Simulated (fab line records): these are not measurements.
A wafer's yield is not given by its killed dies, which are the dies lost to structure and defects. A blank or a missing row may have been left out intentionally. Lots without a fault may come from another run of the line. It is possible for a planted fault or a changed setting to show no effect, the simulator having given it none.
fab line records	flow nand-harc	part 1 of 2: steps 1 to 4 of 6
record lots=20	wafers=60	last-day=25
route steps=1159 shown A_STAIRCASE@532
lots untouched by any fault: they come from a run of this same line in which no faults occurred
start-h: hours from the record's opening day to when the first of the lot's shown wafers began	wait-h: hours from the lot's prior step to this one	" identical to the entry in the row above	L1.1+2: several wafers, shown together as one row	- value missing, or start not given	* or withheld: withheld	< > ~ a bound
route shown NAME@n: names a module that has steps shown in the file, with the first one's number in the route	usual: mean/standard deviation of fault-free wafers	same: alike in all rows	chamber/n: place in a boat	sites: per-site readings	_std_site: their standard deviation	_edge_site: mean of outer sites minus mean of inner sites	radius-mm: how far each site lies from the wafer's centre	mask NAME#n: copy n	behind: the last tool/chamber to shape the wafer	hold: why the lot was held/for how many hours/how that ended	device: names the non-switching transistor (n, p or np)	end of line: the tests these same wafers got at the end of their route	a step without rows: its recipe alone	killed: the dies lost at the first sort to structure and to defects; this is not the yield of the wafer	map: the dies of a wafer, with x for killed, . for not killed, _ for no die there
set.NAME: setting as actually run; set.NAME@STEP: the setting as run at that earlier step	model.NAME: the simulator's own value behind a step, which no gauge read
one table for each step of the route and one row for each wafer, over a sample of lots
services: a tool's chamber out of use, with start hour (start-h, from the record's first day; less than 0 if before it), hours out, and reason
## steps
# step NHARC_A_STAIRCASE_ETCH_170
# recipe target-depth-a=2000	time-s=66.667	ion-energy-ev=250	c4f6-flow-sccm=25	o2-flow-sccm=20	ar-flow-sccm=500	rf-w=600	bias-w=500	chemistry=C4F6/O2
# usual chamber-pressure-mTorr=29.993/0.027	drypump-motor-current-A=5.8/0.43	oes-product-au=0.965/0.019	rf-fwd-power-W=594.9/2.7	rf-vpp-V=546.3/2.6	showerhead-plenum-p-Torr=3.89/0.13	throttle-valve-pct=26.904/0.0097
lot.wafer	tool	chamber	start-h	wait-h	chamber-pressure-mTorr	drypump-motor-current-A	oes-product-au	rf-fwd-power-W	rf-hours-counter-h	rf-vpp-V	showerhead-plenum-p-Torr	throttle-valve-pct
L074.1	rie-diel-02	0	-	-	30.010	5.9	0.963	601.0	27	542.7	3.72	26.907
L074.6	"	2	"	"	30.059	5.7	0.962	595.6	-	544.9	3.86	26.917
L074.5	"	3	"	"	29.988	6.0	0.979	593.6	-	543.1	3.72	26.902
L079.3	rie-diel-02	3	-	-	29.990	6.0	0.972	595.2	36	542.9	3.72	26.885
L079.2	"	0	"	"	29.990	6.0	0.988	598.0	35	543.2	3.72	26.887
L079.6	"	3	"	"	30.006	6.0	0.978	598.2	-	542.5	3.72	26.922
L077.2	rie-diel-02	3	-	-	29.974	6.0	0.968	590.4	36	543.4	3.72	26.898
L077.1	"	1	"	"	29.981	6.1	0.950	592.7	32	550.4	4.12	26.924
L077.6	"	3	"	"	29.996	6.0	0.954	592.4	-	542.9	3.72	26.905
L076.1	rie-diel-02	3	-	-	29.943	6.0	0.993	596.3	37	543.3	3.72	26.918
L076.3	"	1	"	"	29.989	6.1	0.957	594.8	34	550.5	4.12	26.893
L076.5	"	2	"	"	29.969	5.7	0.961	597.9	-	545.8	3.85	26.882
L078.3	rie-diel-06	1	-	-	30.006	5.1	0.979	594.8	4	546.1	3.89	26.916
L078.6	"	2	"	"	30.005	5.9	0.963	591.0	-	547.0	3.89	26.891
L078.4	"	0	"	"	29.978	5.7	0.964	591.8	-	546.7	3.92	26.899
L081.3	rie-diel-02	2	-	-	29.970	5.7	0.966	595.9	41	546.6	3.85	26.909
L081.4	"	3	"	"	29.972	6.0	0.976	596.5	46	544.1	3.71	26.898
L081.6	"	2	"	"	30.044	5.7	0.949	594.9	-	546.8	3.85	26.891
L080.3	rie-diel-01	1	-	-	30.029	5.0	0.966	591.8	53	546.5	3.84	26.907
L080.4	"	2	"	"	29.989	5.1	0.938	597.2	54	549.9	4.02	26.906
L080.2	"	0	"	"	29.972	5.9	0.932	593.9	53	549.5	4.05	26.899
L082.2	rie-diel-02	1	-	-	30.027	6.1	0.956	597.9	43	552.1	4.11	26.906
L082.1	"	3	"	"	29.977	6.0	0.982	595.6	49	542.4	3.71	26.911
L082.5	"	1	"	"	30.004	6.1	0.953	595.4	-	551.0	4.11	26.915
L083.2	rie-diel-02	1	-	-	29.976	6.1	0.960	596.2	44	550.8	4.11	26.922
L083.1	"	2	"	"	30.005	5.7	0.967	593.6	45	546.6	3.85	26.905
L083.5	"	3	"	"	29.939	6.0	0.992	594.7	-	543.1	3.71	26.910
L084.1	rie-diel-06	2	-	-	29.998	5.9	0.977	594.8	18	546.1	3.88	26.893
L084.6	"	1	"	"	29.983	5.2	0.971	595.2	-	545.7	3.88	26.912
L084.5	"	0	"	"	30.037	5.7	0.971	594.8	-	546.2	3.91	26.908
L088.4	rie-diel-02	3	-	-	30.008	6.0	0.975	591.3	64	543.3	3.70	26.912
L088.1	"	0	"	"	29.965	6.0	0.985	598.4	58	542.5	3.71	26.894
L088.2	"	1	"	"	29.960	6.1	0.958	597.2	55	550.9	4.11	26.900
L085.2	rie-diel-06	1	-	-	29.983	5.1	0.908	596.9	25	546.4	3.88	26.903
L085.6	"	0	"	"	29.945	5.7	0.912	591.0	-	546.8	3.91	26.907
L085.5	"	1	"	"	29.996	5.1	0.911	597.1	-	546.0	3.88	26.907
L087.3	rie-diel-02	1	-	-	30.011	6.2	0.918	597.4	56	550.2	4.11	26.903
L087.1	"	3	"	"	29.995	6.0	0.960	595.9	65	541.8	3.70	26.898
L087.2	"	0	"	"	30.022	5.9	0.955	598.0	59	543.3	3.71	26.908
L086.3	rie-diel-01	1	-	-	29.980	5.0	1.007	590.3	0	545.9	3.84	26.910
L086.1	"	0	"	"	30.010	5.9	0.978	595.4	0	550.4	4.04	26.893
L086.5	"	1	"	"	29.971	5.0	1.016	591.7	-	544.7	3.84	26.909
L091.4	rie-diel-01	0	-	-	29.986	5.9	0.954	598.3	5	547.9	4.04	26.896
L091.5	"	3	"	"	29.980	6.6	0.939	594.0	-	551.2	4.07	26.905
L091.6	"	0	"	"	30.034	5.9	0.960	597.5	-	547.5	4.04	26.909
L089.3	rie-diel-06	1	-	-	30.014	5.1	0.962	594.7	32	544.3	3.87	26.903
L089.6	"	3	"	"	30.006	6.4	0.985	592.1	-	546.6	3.86	26.890
L089.5	"	0	"	"	29.957	5.7	0.947	595.2	-	546.8	3.90	26.918
L093.3	rie-diel-02	1	-	-	30.016	6.1	0.972	593.3	3	550.2	4.10	26.913
L093.4	"	3	"	"	29.978	6.0	0.977	594.4	3	541.3	3.70	26.895
L093.1	"	0	"	"	29.991	6.0	0.967	595.2	3	542.4	3.70	26.890
L094.1	rie-diel-06	1	-	-	29.983	5.2	0.965	598.3	35	545.2	3.87	26.894
L094.3	"	2	"	"	30.012	5.9	0.969	588.5	37	545.7	3.87	26.900
L094.6	"	0	"	"	29.973	5.6	0.968	587.6	-	547.7	3.90	26.909
L096.3	rie-diel-01	3	-	-	30.048	6.6	0.961	595.2	18	550.8	4.07	26.911
L096.1	"	1	"	"	30.004	5.0	0.978	591.8	17	544.4	3.83	26.911
L096.2	"	2	"	"	29.960	5.2	0.977	599.7	16	548.7	4.00	26.913
L097.3	rie-diel-01	0	-	-	29.989	5.9	0.954	598.2	23	548.8	4.03	26.909
L097.1	"	1	"	"	29.952	5.0	0.998	596.1	21	545.3	3.82	26.897
L097.4	"	2	"	"	30.037	5.2	0.997	594.5	20	548.2	4.00	26.887
# step NHARC_A_STAIRCASE_TRIM_193
# recipe time-s=211.2	o2-flow-sccm=500	ar-flow-sccm=0	bias-w=0	chemistry=O2
# usual chamber-pressure-mTorr=60.01/0.053	drypump-motor-current-A=5.8/0.46	oes-product-au=0.995/0.012	rf-vpp-V=57.7/0.91	showerhead-plenum-p-Torr=3.50/0.11	throttle-valve-pct=17.037/0.0088
lot.wafer	tool	chamber	start-h	wait-h	chamber-pressure-mTorr	drypump-motor-current-A	oes-product-au	rf-hours-counter-h	rf-vpp-V	showerhead-plenum-p-Torr	throttle-valve-pct
L074.1	rie-diel-02	0	-	-	60.02	5.9	0.994	31	57.0	3.34	17.039
L074.5	"	0	"	"	60.09	5.9	1.001	-	56.6	3.34	17.059
L074.6	"	1	"	"	59.97	6.2	0.964	-	60.4	3.71	17.035
L079.2	rie-diel-02	1	-	-	59.99	6.1	0.972	35	56.8	3.71	17.022
L079.3	"	3	"	"	60.01	6.0	1.002	39	57.6	3.34	17.036
L079.6	"	0	"	"	59.97	6.0	0.993	-	58.4	3.34	17.020
L077.1	rie-diel-01	2	-	-	60.00	5.2	1.008	49	57.8	3.62	17.023
L077.2	"	3	"	"	59.97	6.6	0.998	49	58.0	3.68	17.039
L077.6	"	2	"	"	59.98	5.2	0.994	-	60.5	3.62	17.039
L076.3	rie-diel-01	1	-	-	59.97	5.0	1.012	51	57.3	3.46	17.043
L076.1	"	2	"	"	59.98	5.2	1.008	52	59.1	3.62	17.034
L076.5	"	0	"	"	59.92	5.9	0.998	-	58.0	3.64	17.043
L078.4	rie-diel-02	1	-	-	60.01	6.1	0.972	39	56.9	3.70	17.044
L078.3	"	2	"	"	60.05	5.7	0.979	39	56.9	3.46	17.030
L078.6	"	0	"	"	60.04	5.9	0.987	-	56.5	3.34	17.037
L081.4	rie-diel-02	2	-	-	60.03	5.7	0.990	43	59.1	3.46	17.044
L081.3	"	0	"	"	59.94	6.0	0.990	45	58.7	3.33	17.039
L081.6	"	1	"	"	59.96	6.2	0.982	-	58.7	3.70	17.033
L080.2	rie-diel-01	2	-	-	60.12	5.2	1.012	58	58.7	3.62	17.041
L080.4	"	3	"	"	60.12	6.5	0.996	58	58.0	3.68	17.036
L080.3	"	0	"	"	59.99	5.9	0.979	57	58.3	3.64	17.026
L082.1	rie-diel-02	0	-	-	60.00	6.0	0.991	48	56.6	3.33	17.032
L082.2	"	1	"	"	59.98	6.1	0.987	45	57.5	3.70	17.034
L082.5	"	3	"	"	60.02	6.0	0.991	-	57.4	3.33	17.037
L083.2	rie-diel-02	0	-	-	60.05	5.9	0.986	50	56.2	3.33	17.046
L083.1	"	1	"	"	59.93	6.1	0.987	47	59.0	3.70	17.034
L083.5	"	3	"	"	60.07	6.0	0.996	-	57.4	3.33	17.031
L084.1	rie-diel-02	1	-	-	59.95	6.2	0.983	49	59.1	3.70	17.039
L084.5	"	2	"	"	60.08	5.7	0.998	-	56.4	3.45	17.048
L084.6	"	3	"	"	60.02	6.0	1.005	-	58.3	3.33	17.027
L088.1	rie-diel-06	3	-	-	59.95	6.4	1.004	16	57.2	3.47	17.037
L088.2	"	0	"	"	60.10	5.6	0.984	28	58.2	3.51	17.047
L088.4	"	1	"	"	60.03	5.1	0.991	27	57.5	3.49	17.046
L085.2	rie-diel-06	0	-	-	60.06	5.7	0.991	29	57.9	3.51	17.038
L085.5	"	0	"	"	59.99	5.6	0.987	-	58.0	3.51	17.047
L085.6	"	1	"	"	60.07	5.1	0.989	-	58.7	3.49	17.028
L087.3	rie-diel-06	0	-	-	60.02	5.6	0.994	30	57.7	3.51	17.041
L087.1	"	2	"	"	60.00	5.9	1.001	30	57.6	3.48	17.031
L087.2	"	3	"	"	60.05	6.4	1.009	18	56.8	3.47	17.034
L086.1	rie-diel-06	3	-	-	60.00	6.4	1.012	18	57.7	3.47	17.034
L086.3	"	0	"	"	60.00	5.7	0.992	30	58.4	3.51	17.027
L086.5	"	0	"	"	60.00	5.6	0.994	-	57.3	3.51	17.029
L091.4	rie-diel-02	0	-	-	60.07	6.0	1.007	3	57.5	3.33	17.029
L091.6	"	1	"	"	60.02	6.2	0.986	-	59.2	3.69	17.033
L091.5	"	2	"	"	59.96	5.7	0.988	-	58.1	3.45	17.044
L089.3	rie-diel-02	2	-	-	59.92	5.7	0.993	4	58.7	3.45	17.033
L089.5	"	1	"	"	60.01	6.2	0.988	-	57.4	3.69	17.036
L089.6	"	3	"	"	60.04	6.0	0.998	-	56.2	3.32	17.038
L093.3	rie-diel-06	0	-	-	60.01	5.6	0.981	41	58.8	3.50	17.024
L093.4	"	1	"	"	59.97	5.1	0.985	38	56.6	3.48	17.037
L093.1	"	3	"	"	59.94	6.4	1.005	29	56.8	3.46	17.031
L094.1	rie-diel-06	1	-	-	60.08	5.1	0.984	39	57.6	3.48	17.046
L094.3	"	2	"	"	59.95	5.9	0.993	42	57.2	3.48	17.028
L094.6	"	0	"	"	60.06	5.7	0.985	-	58.4	3.50	17.043
L096.1	rie-diel-01	1	-	-	60.04	5.0	1.016	19	58.7	3.44	17.033
L096.3	"	2	"	"	60.07	5.2	1.015	18	58.7	3.60	17.039
L096.2	"	3	"	"	60.07	6.6	0.997	20	59.2	3.66	17.031
L097.4	rie-diel-06	0	-	-	60.01	5.7	0.989	53	58.5	3.50	17.030
L097.1	"	1	"	"	59.95	5.1	0.987	49	59.3	3.47	17.029
L097.3	"	3	"	"	60.03	6.4	1.000	42	58.3	3.45	17.048
# step NHARC_A_STAIRCASE_DESCUM_219
# recipe time-s=3	o2-flow-sccm=200	ar-flow-sccm=0	bias-power-w=0	chemistry=O2
# usual chamber-pressure-mTorr=60.00/0.051	drypump-motor-current-A=5.8/0.49	oes-product-au=0.998/0.012	rf-vpp-V=57.7/0.89	showerhead-plenum-p-Torr=1.91/0.074	throttle-valve-pct=11.313/0.0089
lot.wafer	tool	chamber	start-h	wait-h	chamber-pressure-mTorr	drypump-motor-current-A	oes-product-au	rf-hours-counter-h	rf-vpp-V	showerhead-plenum-p-Torr	throttle-valve-pct
L074.1	rie-diel-02	2	239.89	-	60.04	5.7	0.992	29	59.8	1.88	11.314
L074.5	"	3	"	"	59.99	6.0	0.997	-	57.8	1.80	11.306
L074.6	"	0	"	"	60.11	5.9	0.991	-	56.9	1.80	11.306
L079.2	rie-diel-06	2	262.19	-	59.92	5.9	0.987	6	56.8	1.90	11.318
L079.3	"	0	"	"	60.09	5.7	0.989	5	58.0	1.91	11.305
L079.6	"	2	"	"	59.98	5.9	0.989	-	57.6	1.90	11.322
L077.2	rie-diel-06	0	262.32	-	59.97	5.7	0.992	5	58.2	1.91	11.304
L077.1	"	1	"	"	60.03	5.1	1.000	4	56.5	1.90	11.322
L077.6	"	2	"	"	60.00	5.9	0.981	-	56.7	1.90	11.327
L076.1	rie-diel-01	0	265.73	-	59.98	5.8	0.996	51	57.6	1.98	11.312
L076.3	"	2	"	"	60.07	5.2	1.006	53	57.3	1.97	11.310
L076.5	"	0	"	"	60.05	5.9	0.996	-	58.4	1.98	11.314
L078.3	rie-diel-01	0	271.91	-	60.01	5.8	0.982	52	59.1	1.98	11.296
L078.4	"	1	"	"	60.04	5.0	1.022	52	58.1	1.87	11.301
L078.6	"	3	"	"	60.06	6.6	1.001	-	58.5	2.00	11.313
L081.4	rie-diel-02	2	284.09	-	59.99	5.7	0.980	43	57.2	1.87	11.306
L081.3	"	3	"	"	60.01	6.0	1.005	49	59.7	1.80	11.310
L081.6	"	2	"	"	59.97	5.7	0.994	-	57.8	1.87	11.326
L080.4	rie-diel-02	2	287.97	-	59.97	5.7	0.984	45	59.0	1.87	11.326
L080.3	"	0	"	"	60.05	5.9	0.991	47	56.7	1.80	11.317
L080.2	"	1	"	"	60.06	6.1	0.983	44	58.1	2.01	11.312
L082.2	rie-diel-02	1	293.64	-	60.05	6.2	0.987	45	57.7	2.01	11.289
L082.1	"	3	"	"	59.99	6.0	1.001	52	58.0	1.80	11.334
L082.5	"	0	"	"	59.96	5.9	0.986	-	57.9	1.80	11.308
L083.2	rie-diel-06	3	300.07	-	60.02	6.4	0.993	8	57.4	1.88	11.327
L083.1	"	1	"	"	60.04	5.1	0.981	19	58.4	1.89	11.300
L083.5	"	3	"	"	59.94	6.4	0.990	-	58.7	1.88	11.304
L084.1	rie-diel-01	3	304.12	-	59.93	6.6	1.008	66	57.0	2.00	11.311
L084.5	"	3	"	"	60.00	6.6	1.008	-	58.4	2.00	11.304
L084.6	"	0	"	"	59.89	5.9	0.990	-	59.6	1.98	11.312
L088.2	rie-diel-01	3	333.10	-	59.97	6.6	0.994	3	58.8	1.99	11.325
L088.1	"	0	"	"	59.97	5.8	1.003	3	57.3	1.97	11.295
L088.4	"	1	"	"	60.05	5.0	1.027	4	57.9	1.86	11.322
L085.2	rie-diel-01	3	334.21	-	59.94	6.6	0.992	4	57.1	1.99	11.313
L085.5	"	2	"	"	59.97	5.2	1.011	-	56.4	1.96	11.310
L085.6	"	3	"	"	60.01	6.6	0.999	-	57.3	1.99	11.298
L087.1	rie-diel-01	3	336.58	-	60.08	6.6	0.993	5	57.3	2.00	11.307
L087.3	"	0	"	"	60.01	5.8	0.998	5	56.0	1.97	11.309
L087.2	"	1	"	"	60.00	5.0	1.014	5	58.2	1.86	11.299
L086.3	rie-diel-02	0	337.43	-	59.94	5.9	1.000	0	58.4	1.80	11.307
L086.1	"	2	"	"	59.96	5.7	0.986	0	57.6	1.87	11.317
L086.5	"	3	"	"	59.99	6.0	1.000	-	57.1	1.79	11.301
L091.4	rie-diel-01	1	346.12	-	60.04	5.0	1.016	8	57.0	1.86	11.311
L091.6	"	1	"	"	59.99	5.0	1.018	-	56.3	1.86	11.304
L091.5	"	2	"	"	60.00	5.2	1.022	-	58.1	1.96	11.302
L089.3	rie-diel-01	3	352.30	-	60.03	6.6	1.010	13	58.8	1.99	11.319
L089.5	"	1	"	"	60.04	5.0	1.023	-	56.8	1.86	11.330
L089.6	"	2	"	"	60.01	5.2	1.018	-	58.0	1.96	11.331
L093.3	rie-diel-02	3	356.02	-	59.97	6.0	0.999	9	55.6	1.79	11.308
L093.1	"	0	"	"	59.92	5.9	1.003	5	58.1	1.79	11.325
L093.4	"	1	"	"	59.95	6.1	0.998	10	56.0	2.01	11.330
L094.3	rie-diel-01	3	357.15	-	59.97	6.6	0.992	16	58.3	1.99	11.300
L094.1	"	0	"	"	60.01	5.8	0.994	16	57.3	1.97	11.314
L094.6	"	2	"	"	60.01	5.2	1.023	-	57.8	1.96	11.316
L096.1	rie-diel-01	3	371.36	-	60.01	6.6	0.983	21	57.7	1.99	11.306
L096.2	"	0	"	"	60.02	5.9	1.002	22	59.2	1.97	11.313
L096.3	"	2	"	"	59.97	5.1	1.010	20	58.3	1.95	11.311
L097.1	rie-diel-02	0	382.61	-	59.99	5.9	0.992	13	57.0	1.79	11.318
L097.3	"	3	"	"	60.05	6.0	0.995	17	57.6	1.79	11.323
L097.4	"	2	"	"	60.03	5.7	0.993	-	58.4	1.86	11.306
# step NHARC_A_STAIRCASE_ETCH_225
# recipe target-depth-a=1000	time-s=40.5	ion-energy-ev=400	c4f8-flow-sccm=20	o2-flow-sccm=10	ar-flow-sccm=withheld	rf-w=600	bias-w=1000	chemistry=C4F8/O2
# usual chamber-pressure-mTorr=25.001/0.023	oes-product-au=0.937/0.014	rf-fwd-power-W=593/3.1	rf-vpp-V=896/4.8
lot.wafer	tool	chamber	start-h	wait-h	chamber-pressure-mTorr	oes-product-au	rf-fwd-power-W	rf-hours-counter-h	rf-vpp-V
L074.1	rie-diel-02	3	-	-	24.976	0.938	593	34	888
L074.5	"	2	"	"	25.016	0.917	591	-	892
L074.6	"	3	"	"	25.017	0.934	595	-	890
L079.3	rie-diel-06	1	-	-	25.030	0.931	595	5	894
L079.2	"	2	"	"	25.019	0.933	587	6	896
L079.6	"	0	"	"	25.026	0.919	585	-	896
L077.2	rie-diel-06	1	-	-	24.978	0.929	597	5	895
L077.1	"	0	"	"	25.025	0.928	590	6	896
L077.6	"	2	"	"	24.988	0.924	587	-	896
L076.3	rie-diel-01	1	-	-	25.011	0.954	587	52	894
L076.1	"	2	"	"	24.962	0.950	599	53	899
L076.5	"	1	"	"	25.000	0.957	589	-	894
L078.4	rie-diel-01	1	-	-	25.010	0.951	590	53	893
L078.3	"	2	"	"	25.013	0.935	597	54	900
L078.6	"	1	"	"	25.017	0.956	588	-	893
L081.4	rie-diel-02	2	-	-	25.015	0.931	592	44	894
L081.3	"	0	"	"	24.968	0.926	595	46	888
L081.6	"	3	"	"	24.950	0.941	595	-	889
L080.4	rie-diel-02	3	-	-	24.966	0.954	589	50	888
L080.2	"	1	"	"	24.963	0.941	593	44	903
L080.3	"	2	"	"	25.007	0.928	594	45	893
L082.1	rie-diel-02	2	-	-	24.994	0.920	594	47	894
L082.2	"	3	"	"	24.990	0.943	593	52	888
L082.5	"	3	"	"	25.038	0.945	593	-	889
L083.1	rie-diel-06	1	-	-	25.021	0.925	596	20	895
L083.2	"	0	"	"	24.999	0.916	587	21	896
L083.5	"	1	"	"	24.957	0.921	597	-	895
L084.1	rie-diel-01	1	-	-	25.005	0.955	587	67	894
L084.6	"	1	"	"	25.018	0.963	587	-	894
L084.5	"	2	"	"	24.989	0.936	594	-	899
L088.4	rie-diel-01	0	-	-	24.999	0.938	597	4	898
L088.1	"	2	"	"	24.999	0.954	597	4	898
L088.2	"	3	"	"	24.994	0.940	591	4	901
L085.2	rie-diel-01	2	-	-	24.961	0.942	597	5	899
L085.5	"	2	"	"	25.008	0.947	596	-	899
L085.6	"	3	"	"	24.991	0.920	597	-	901
L087.1	rie-diel-01	1	-	-	25.003	0.959	588	5	893
L087.2	"	2	"	"	25.021	0.954	594	6	901
L087.3	"	0	"	"	24.961	0.953	595	5	899
L086.1	rie-diel-02	0	-	-	24.987	0.926	595	1	888
L086.3	"	1	"	"	24.974	0.926	591	1	902
L086.5	"	2	"	"	25.000	0.937	593	-	892
L091.4	rie-diel-01	1	-	-	25.005	0.944	586	9	893
L091.5	"	2	"	"	25.009	0.950	594	-	899
L091.6	"	3	"	"	25.005	0.923	593	-	901
L089.3	rie-diel-01	1	-	-	25.003	0.935	591	13	894
L089.5	"	3	"	"	25.017	0.935	592	-	900
L089.6	"	0	"	"	25.014	0.935	594	-	899
L093.3	rie-diel-02	2	-	-	25.004	0.936	593	9	893
L093.1	"	0	"	"	25.002	0.940	593	6	889
L093.4	"	1	"	"	25.005	0.938	594	10	902
L094.3	rie-diel-01	3	-	-	25.007	0.955	593	16	900
L094.1	"	1	"	"	25.033	0.950	590	14	893
L094.6	"	2	"	"	25.046	0.962	593	-	898
L096.1	rie-diel-01	3	-	-	25.008	0.940	596	22	902
L096.2	"	0	"	"	24.994	0.946	599	22	899
L096.3	"	2	"	"	25.035	0.979	598	20	898
L097.1	rie-diel-02	3	-	-	24.946	0.941	591	17	887
L097.4	"	3	"	"	24.991	0.941	590	-	888
L097.3	"	0	"	"	25.008	0.936	596	-	888
